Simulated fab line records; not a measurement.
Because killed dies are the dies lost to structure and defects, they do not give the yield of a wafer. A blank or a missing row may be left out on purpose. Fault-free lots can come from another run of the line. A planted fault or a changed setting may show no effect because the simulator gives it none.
Chamber matching ; flow n5_finfet ; N5_BEOL_M5_CURE_80 on uv_cure-03: 3 sister chambers
The step cures SiCOH lowk, time 120 s. 6 wafers are shown with their chamber, then 8 later ones without.

== WAFERS, EACH WITH ITS CHAMBER ==
wafer;chamber;wafer_temp_C_max;lamp_power_pct (%)
L076.2;0;371.0;52.31
L076.4;0;370.8;52.34
L081.3;2;371.1;52.30
L081.6;2;371.2;52.45
L083.6;1;372.4;52.26
L089.2;1;371.2;52.16

== WAFERS WITH NO CHAMBER GIVEN ==
wafer;wafer_temp_C_max;lamp_power_pct (%)
L089.4;371.6;52.34
L089.5;371.7;52.40
L095.1;370.9;52.23
L095.2;370.9;52.36
L095.4;371.2;52.29
L097.4;370.4;52.39
L097.5;370.1;52.33
L097.6;370.5;52.35

== WHICH CHAMBER EACH ONE RAN IN ==
wafer;from the rows above;in truth
L089.4;can't be placed: 2 or 0 or 1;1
L089.5;can't be placed: 2 or 0 or 1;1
L095.1;can't be placed: 0 or 1 or 2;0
L095.2;can't be placed: 0 or 2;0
L095.4;can't be placed: 0 or 2 or 1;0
L097.4;can't be placed: 0 or 2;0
L097.5;can't be placed: 0 or 2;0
L097.6;can't be placed: 0 or 2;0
0 of 8 placed correctly. Can't be placed from these rows: 8 (the true chamber is among the candidates in 8). Placed wrongly: 0.
How it was worked out, from the rows above alone: a wafer's distance from a chamber is the root of the sum, over the readings, of the square of ((its reading less the chamber's mean) divided by the reading's scatter). If the next closest chamber is less than 2 further off than the closest, the wafer can't be placed; otherwise it belongs to the closest. Each chamber's mean is taken over the wafers shown for it. The scatter: take each reading less its chamber's mean, square it, sum over the shown wafers, divide by the number of wafers less the number of chambers, and take the root.
